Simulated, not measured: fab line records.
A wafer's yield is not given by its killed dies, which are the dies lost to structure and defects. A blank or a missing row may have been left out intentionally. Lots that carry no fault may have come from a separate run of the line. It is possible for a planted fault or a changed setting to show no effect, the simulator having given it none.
Which of the tools did it? || flow n5-finfet || 11 lots with 33 wafers sampled at 5 steps, on a route of 1938 steps

== WHAT EACH GAUGE READ, for each wafer ==
Not one reading of a measure or inspect step in the record can be checked against a usual standard deviation.

== WHAT TOOL EACH LOT RAN ON (gives the tool, then ch and the chambers of the sampled wafers, and finally the start) ==
{"lot": "L393", "N5_HKMG_FIN_PWFM_ALD_03": "ald-metal-02 ch 1,2, day 4 10:33", "N5_HKMG_FIN_ETCH_31": "rie-diel-05 ch 2,3, day 4 11:23", "N5_HKMG_FIN_ALD_91": "ald-metal-01 ch 0,2,3, day 4 12:20", "N5_HKMG_FIN_ETCHBACK_68": "rie-metal-02 ch 0,1, day 4 13:58", "N5_PASSIVATION_PROBE_49": "-"}
{"lot": "L394", "N5_HKMG_FIN_PWFM_ALD_03": "ald-metal-02 ch 1,2, day 4 18:24", "N5_HKMG_FIN_ETCH_31": "rie-diel-04 ch 2,3, day 4 19:14", "N5_HKMG_FIN_ALD_91": "ald-metal-02 ch 0,1,3, day 4 20:11", "N5_HKMG_FIN_ETCHBACK_68": "rie-metal-02 ch 0,1, day 4 21:49", "N5_PASSIVATION_PROBE_49": "-"}
{"lot": "L395", "N5_HKMG_FIN_PWFM_ALD_03": "ald-metal-01 ch 0,1, day 5 00:48", "N5_HKMG_FIN_ETCH_31": "rie-diel-06 ch 1,2, day 5 01:46", "N5_HKMG_FIN_ALD_91": "ald-metal-02 ch 0,1,2, day 5 02:43", "N5_HKMG_FIN_ETCHBACK_68": "rie-metal-03 ch 0,1, day 5 04:23", "N5_PASSIVATION_PROBE_49": "-"}
{"lot": "L396", "N5_HKMG_FIN_PWFM_ALD_03": "ald-metal-01 ch 1,2,3, day 5 09:44", "N5_HKMG_FIN_ETCH_31": "rie-diel-06 ch 0,2,3, day 5 12:29", "N5_HKMG_FIN_ALD_91": "ald-metal-01 ch 1,2,3, day 5 13:26", "N5_HKMG_FIN_ETCHBACK_68": "rie-metal-02 ch 0,1, day 5 15:04", "N5_PASSIVATION_PROBE_49": "-"}
{"lot": "L397", "N5_HKMG_FIN_PWFM_ALD_03": "ald-metal-02 ch 1,3, day 5 14:24", "N5_HKMG_FIN_ETCH_31": "rie-diel-05 ch 1,2,3, day 5 15:14", "N5_HKMG_FIN_ALD_91": "ald-metal-04 ch 0,2, day 5 16:11", "N5_HKMG_FIN_ETCHBACK_68": "rie-metal-03 ch 0,1, day 5 17:57", "N5_PASSIVATION_PROBE_49": "prober-01, day 14 20:55"}
{"lot": "L399", "N5_HKMG_FIN_PWFM_ALD_03": "ald-metal-02 ch 0,1,3, day 5 20:50", "N5_HKMG_FIN_ETCH_31": "rie-diel-06 ch 0,1,2, day 5 21:56", "N5_HKMG_FIN_ALD_91": "ald-metal-02 ch 1,2,3, day 5 22:53", "N5_HKMG_FIN_ETCHBACK_68": "rie-metal-02 ch 0,1, day 6 00:31", "N5_PASSIVATION_PROBE_49": "prober-02, day 15 13:13"}
{"lot": "L398", "N5_HKMG_FIN_PWFM_ALD_03": "ald-metal-04 ch 0,2, day 5 23:20", "N5_HKMG_FIN_ETCH_31": "rie-diel-04 ch 0,2, day 6 00:18", "N5_HKMG_FIN_ALD_91": "ald-metal-04 ch 0,1,3, day 6 01:15", "N5_HKMG_FIN_ETCHBACK_68": "rie-metal-02 ch 0,1, day 6 02:56", "N5_PASSIVATION_PROBE_49": "prober-02, day 15 16:43"}
{"lot": "L401", "N5_HKMG_FIN_PWFM_ALD_03": "ald-metal-04 ch 0,1,2, day 6 13:14", "N5_HKMG_FIN_ETCH_31": "rie-diel-04 ch 1,2, day 6 14:12", "N5_HKMG_FIN_ALD_91": "ald-metal-02 ch 0,1,3, day 6 15:26", "N5_HKMG_FIN_ETCHBACK_68": "rie-metal-03 ch 0,1, day 6 17:08", "N5_PASSIVATION_PROBE_49": "-"}
{"lot": "L402", "N5_HKMG_FIN_PWFM_ALD_03": "ald-metal-02 ch 0,1, day 6 16:23", "N5_HKMG_FIN_ETCH_31": "rie-diel-06 ch 2,3, day 6 17:20", "N5_HKMG_FIN_ALD_91": "ald-metal-04 ch 0,2,3, day 6 18:20", "N5_HKMG_FIN_ETCHBACK_68": "rie-metal-02 ch 0,1, day 6 20:04", "N5_PASSIVATION_PROBE_49": "-"}
{"lot": "L404", "N5_HKMG_FIN_PWFM_ALD_03": "ald-metal-02 ch 1,2,3, day 7 02:49", "N5_HKMG_FIN_ETCH_31": "rie-diel-05 ch 0,1,2, day 7 03:47", "N5_HKMG_FIN_ALD_91": "ald-metal-02 ch 0,2,3, day 7 04:43", "N5_HKMG_FIN_ETCHBACK_68": "rie-metal-02 ch 0,1, day 7 06:23", "N5_PASSIVATION_PROBE_49": "-"}
{"lot": "L409", "N5_HKMG_FIN_PWFM_ALD_03": "ald-metal-04 ch 0,3, day 8 11:26", "N5_HKMG_FIN_ETCH_31": "rie-diel-05 ch 0,1, day 8 12:23", "N5_HKMG_FIN_ALD_91": "ald-metal-01 ch 0,1, day 8 13:20", "N5_HKMG_FIN_ETCHBACK_68": "rie-metal-01 ch 0,1, day 8 15:08", "N5_PASSIVATION_PROBE_49": "-"}
- N5_HKMG_FIN_PWFM_ALD_03: deposits TiN, target thk 2 nm, pulse time 1 s, purge time 3 s.
- N5_HKMG_FIN_ETCH_31: etches SiARC in CF4, target depth 45.5 nm, time 75.8 s.
- N5_HKMG_FIN_ALD_91: deposits TiN, target thk 1 nm, pulse time 1 s, purge time 3 s.
- N5_HKMG_FIN_ETCHBACK_68: etches the open film in Cl2/Ar, stops on HfO2, target depth 0.5 nm.
- N5_PASSIVATION_PROBE_49

== WHAT THE TOOLS THEMSELVES READ (means of the sampled wafers that have a number; where no wafer has one, the mark that the record gives instead) ==
N5_HKMG_FIN_PWFM_ALD_03. Usual: heater-power-w 859 W, standard deviation 80; precursor-pulse-height-rel 1.001, standard deviation 0.021.
{"lot": "L393", "tool": "ald-metal-02", "heater-power-w (W)": 840, "precursor-pulse-height-rel": 1.012, "flag": ""}
{"lot": "L394", "tool": "ald-metal-02", "heater-power-w (W)": 843, "precursor-pulse-height-rel": 1.006, "flag": ""}
{"lot": "L395", "tool": "ald-metal-01", "heater-power-w (W)": 860, "precursor-pulse-height-rel": 0.997, "flag": ""}
{"lot": "L396", "tool": "ald-metal-01", "heater-power-w (W)": 909, "precursor-pulse-height-rel": 0.978, "flag": ""}
{"lot": "L397", "tool": "ald-metal-02", "heater-power-w (W)": 847, "precursor-pulse-height-rel": 1.003, "flag": ""}
{"lot": "L399", "tool": "ald-metal-02", "heater-power-w (W)": 823, "precursor-pulse-height-rel": 0.988, "flag": ""}
{"lot": "L398", "tool": "ald-metal-04", "heater-power-w (W)": 860, "precursor-pulse-height-rel": 1.013, "flag": ""}
{"lot": "L401", "tool": "ald-metal-04", "heater-power-w (W)": 828, "precursor-pulse-height-rel": 1.008, "flag": ""}
{"lot": "L402", "tool": "ald-metal-02", "heater-power-w (W)": 860, "precursor-pulse-height-rel": 0.995, "flag": ""}
{"lot": "L404", "tool": "ald-metal-02", "heater-power-w (W)": 822, "precursor-pulse-height-rel": 0.992, "flag": ""}
{"lot": "L409", "tool": "ald-metal-04", "heater-power-w (W)": 901, "precursor-pulse-height-rel": 1.009, "flag": ""}

N5_HKMG_FIN_ETCH_31. Usual: value, then standard deviation, for each; drypump-motor-current-A 5.73 A / 0.26; etch-rf-on-time-s 75.7 s / 1.6; oes-product-au 0.69 a.u. / 0.086; rf-fwd-power-W 538.8 W / 2.7; rf-vpp-V 184.5 V / 1.3; showerhead-plenum-p-Torr 2.17 Torr / 0.071; throttle-valve-pct 15.54 % / 0.26.
{"lot": "L393", "tool": "rie-diel-05", "drypump-motor-current-A (A)": 6.00, "etch-rf-on-time-s (s)": 75.4, "oes-product-au (a.u.)": 0.66, "rf-fwd-power-W (W)": 539.8, "rf-vpp-V (V)": 184.2, "showerhead-plenum-p-Torr (Torr)": 2.15, "throttle-valve-pct (%)": 15.80, "flag": ""}
{"lot": "L394", "tool": "rie-diel-04", "drypump-motor-current-A (A)": 5.84, "etch-rf-on-time-s (s)": 74.3, "oes-product-au (a.u.)": 0.74, "rf-fwd-power-W (W)": 541.1, "rf-vpp-V (V)": 184.8, "showerhead-plenum-p-Torr (Torr)": 2.20, "throttle-valve-pct (%)": 15.64, "flag": ""}
{"lot": "L395", "tool": "rie-diel-06", "drypump-motor-current-A (A)": 5.66, "etch-rf-on-time-s (s)": 74.3, "oes-product-au (a.u.)": 0.77, "rf-fwd-power-W (W)": 533.0, "rf-vpp-V (V)": 183.8, "showerhead-plenum-p-Torr (Torr)": 2.17, "throttle-valve-pct (%)": 15.30, "flag": ""}
{"lot": "L396", "tool": "rie-diel-06", "drypump-motor-current-A (A)": 5.53, "etch-rf-on-time-s (s)": 74.9, "oes-product-au (a.u.)": 0.72, "rf-fwd-power-W (W)": 534.6, "rf-vpp-V (V)": 185.3, "showerhead-plenum-p-Torr (Torr)": 2.25, "throttle-valve-pct (%)": 15.43, "flag": ""}
{"lot": "L397", "tool": "rie-diel-05", "drypump-motor-current-A (A)": 5.94, "etch-rf-on-time-s (s)": 76.6, "oes-product-au (a.u.)": 0.64, "rf-fwd-power-W (W)": 540.1, "rf-vpp-V (V)": 183.9, "showerhead-plenum-p-Torr (Torr)": 2.16, "throttle-valve-pct (%)": 15.69, "flag": ""}
{"lot": "L399", "tool": "rie-diel-06", "drypump-motor-current-A (A)": 5.64, "etch-rf-on-time-s (s)": 74.6, "oes-product-au (a.u.)": 0.76, "rf-fwd-power-W (W)": 536.9, "rf-vpp-V (V)": 185.2, "showerhead-plenum-p-Torr (Torr)": 2.22, "throttle-valve-pct (%)": 15.38, "flag": ""}
{"lot": "L398", "tool": "rie-diel-04", "drypump-motor-current-A (A)": 5.44, "etch-rf-on-time-s (s)": 77.1, "oes-product-au (a.u.)": 0.59, "rf-fwd-power-W (W)": 540.4, "rf-vpp-V (V)": 183.7, "showerhead-plenum-p-Torr (Torr)": 2.10, "throttle-valve-pct (%)": 15.73, "flag": ""}
{"lot": "L401", "tool": "rie-diel-04", "drypump-motor-current-A (A)": 5.64, "etch-rf-on-time-s (s)": 76.5, "oes-product-au (a.u.)": 0.59, "rf-fwd-power-W (W)": 542.0, "rf-vpp-V (V)": 183.5, "showerhead-plenum-p-Torr (Torr)": 2.08, "throttle-valve-pct (%)": 15.97, "flag": ""}
{"lot": "L402", "tool": "rie-diel-06", "drypump-motor-current-A (A)": 5.45, "etch-rf-on-time-s (s)": 73.5, "oes-product-au (a.u.)": 0.66, "rf-fwd-power-W (W)": 534.6, "rf-vpp-V (V)": 184.8, "showerhead-plenum-p-Torr (Torr)": 2.23, "throttle-valve-pct (%)": 15.42, "flag": ""}
{"lot": "L404", "tool": "rie-diel-05", "drypump-motor-current-A (A)": 5.82, "etch-rf-on-time-s (s)": 75.8, "oes-product-au (a.u.)": 0.74, "rf-fwd-power-W (W)": 538.7, "rf-vpp-V (V)": 185.8, "showerhead-plenum-p-Torr (Torr)": 2.17, "throttle-valve-pct (%)": 15.35, "flag": ""}
{"lot": "L409", "tool": "rie-diel-05", "drypump-motor-current-A (A)": 5.73, "etch-rf-on-time-s (s)": 76.6, "oes-product-au (a.u.)": 0.75, "rf-fwd-power-W (W)": 540.5, "rf-vpp-V (V)": 183.8, "showerhead-plenum-p-Torr (Torr)": 2.18, "throttle-valve-pct (%)": 15.17, "flag": ""}

N5_HKMG_FIN_ALD_91. Usual: heater-power-w 859 W, standard deviation 76; precursor-pulse-height-rel 1.003, standard deviation 0.018.
{"lot": "L393", "tool": "ald-metal-01", "heater-power-w (W)": 957, "precursor-pulse-height-rel": 1.029, "flag": ""}
{"lot": "L394", "tool": "ald-metal-02", "heater-power-w (W)": 851, "precursor-pulse-height-rel": 1.018, "flag": ""}
{"lot": "L395", "tool": "ald-metal-02", "heater-power-w (W)": 828, "precursor-pulse-height-rel": 0.998, "flag": ""}
{"lot": "L396", "tool": "ald-metal-01", "heater-power-w (W)": 904, "precursor-pulse-height-rel": 0.998, "flag": ""}
{"lot": "L397", "tool": "ald-metal-04", "heater-power-w (W)": 849, "precursor-pulse-height-rel": 0.997, "flag": ""}
{"lot": "L399", "tool": "ald-metal-02", "heater-power-w (W)": 821, "precursor-pulse-height-rel": 1.004, "flag": ""}
{"lot": "L398", "tool": "ald-metal-04", "heater-power-w (W)": 861, "precursor-pulse-height-rel": 1.000, "flag": ""}
{"lot": "L401", "tool": "ald-metal-02", "heater-power-w (W)": 839, "precursor-pulse-height-rel": 1.011, "flag": ""}
{"lot": "L402", "tool": "ald-metal-04", "heater-power-w (W)": 892, "precursor-pulse-height-rel": 1.008, "flag": ""}
{"lot": "L404", "tool": "ald-metal-02", "heater-power-w (W)": 813, "precursor-pulse-height-rel": 1.012, "flag": ""}
{"lot": "L409", "tool": "ald-metal-01", "heater-power-w (W)": 848, "precursor-pulse-height-rel": 0.994, "flag": ""}

N5_HKMG_FIN_ETCHBACK_68. Usual: drypump-motor-current-A 5.7 A, standard deviation 0.44; oes-product-au 0.80 a.u., standard deviation 0.096; rf-fwd-power-W 596.5 W, standard deviation 2.1; throttle-valve-pct 20.76 %, standard deviation 0.18.
{"lot": "L393", "tool": "rie-metal-02", "drypump-motor-current-A (A)": 5.6, "oes-product-au (a.u.)": 0.84, "rf-fwd-power-W (W)": 596.8, "throttle-valve-pct (%)": 20.61, "flag": ""}
{"lot": "L394", "tool": "rie-metal-02", "drypump-motor-current-A (A)": 5.6, "oes-product-au (a.u.)": 0.78, "rf-fwd-power-W (W)": 594.5, "throttle-valve-pct (%)": 20.67, "flag": ""}
{"lot": "L395", "tool": "rie-metal-03", "drypump-motor-current-A (A)": 6.1, "oes-product-au (a.u.)": 0.87, "rf-fwd-power-W (W)": 593.9, "throttle-valve-pct (%)": 20.76, "flag": ""}
{"lot": "L396", "tool": "rie-metal-02", "drypump-motor-current-A (A)": 5.5, "oes-product-au (a.u.)": 0.85, "rf-fwd-power-W (W)": 595.0, "throttle-valve-pct (%)": 20.72, "flag": ""}
{"lot": "L397", "tool": "rie-metal-03", "drypump-motor-current-A (A)": 5.8, "oes-product-au (a.u.)": 0.89, "rf-fwd-power-W (W)": 597.5, "throttle-valve-pct (%)": 20.68, "flag": ""}
{"lot": "L399", "tool": "rie-metal-02", "drypump-motor-current-A (A)": 5.6, "oes-product-au (a.u.)": 0.81, "rf-fwd-power-W (W)": 595.8, "throttle-valve-pct (%)": 20.62, "flag": ""}
{"lot": "L398", "tool": "rie-metal-02", "drypump-motor-current-A (A)": 5.5, "oes-product-au (a.u.)": 0.84, "rf-fwd-power-W (W)": 594.6, "throttle-valve-pct (%)": 20.72, "flag": ""}
{"lot": "L401", "tool": "rie-metal-03", "drypump-motor-current-A (A)": 5.8, "oes-product-au (a.u.)": 0.88, "rf-fwd-power-W (W)": 597.2, "throttle-valve-pct (%)": 20.69, "flag": ""}
{"lot": "L402", "tool": "rie-metal-02", "drypump-motor-current-A (A)": 5.6, "oes-product-au (a.u.)": 0.80, "rf-fwd-power-W (W)": 593.9, "throttle-valve-pct (%)": 20.62, "flag": ""}
{"lot": "L404", "tool": "rie-metal-02", "drypump-motor-current-A (A)": 5.5, "oes-product-au (a.u.)": 0.83, "rf-fwd-power-W (W)": 595.5, "throttle-valve-pct (%)": 20.73, "flag": ""}
{"lot": "L409", "tool": "rie-metal-01", "drypump-motor-current-A (A)": 5.7, "oes-product-au (a.u.)": 0.62, "rf-fwd-power-W (W)": 597.1, "throttle-valve-pct (%)": 20.98, "flag": ""}

N5_PASSIVATION_PROBE_49. Usual: killed_at_M0_to_M3 36, standard deviation 11; killed_at_M4_up 14, standard deviation 5.2; killed-at-contacts 12, standard deviation 6.1; killed-at-front-end 40, standard deviation 12; killed-at-other 3.2, standard deviation 2.5; killed-dies 105, standard deviation 16; killed-open 68, standard deviation 12; killed-short 35, standard deviation 8.7.
{"lot": "L397", "tool": "prober-01", "killed_at_M0_to_M3": 38, "killed_at_M4_up": 13, "killed-at-contacts": 9, "killed-at-front-end": 29, "killed-at-other": 3.0, "killed-dies": 92, "killed-open": 55, "killed-short": 36, "flag": ""}
{"lot": "L399", "tool": "prober-02", "killed_at_M0_to_M3": 47, "killed_at_M4_up": 14, "killed-at-contacts": 10, "killed-at-front-end": 44, "killed-at-other": 1.7, "killed-dies": 116, "killed-open": 79, "killed-short": 33, "flag": ""}
{"lot": "L398", "tool": "prober-02", "killed_at_M0_to_M3": 37, "killed_at_M4_up": 14, "killed-at-contacts": 15, "killed-at-front-end": 39, "killed-at-other": 3.0, "killed-dies": 107, "killed-open": 70, "killed-short": 34, "flag": ""}

== THE ANSWER, worked out from the rows above alone ==
Rule: a lot is off if the mean of its wafers that have a number lies more than 3 standard deviations from the usual mean. A lot without any number at a reading at which 4 lots or more have one is off too. Any other lot the step has rows for is counted as sound. Order of review: gauges by route order, followed by the tools' own readings, for which a lot's mean as printed above is used. At the first step where some lot is off, the reading lying furthest off is the one used; lots without a number count as furthest.
No lot is off at any reading shown: from this, nothing can be told.

== WHAT THE SIMULATOR HAD INSERTED ==
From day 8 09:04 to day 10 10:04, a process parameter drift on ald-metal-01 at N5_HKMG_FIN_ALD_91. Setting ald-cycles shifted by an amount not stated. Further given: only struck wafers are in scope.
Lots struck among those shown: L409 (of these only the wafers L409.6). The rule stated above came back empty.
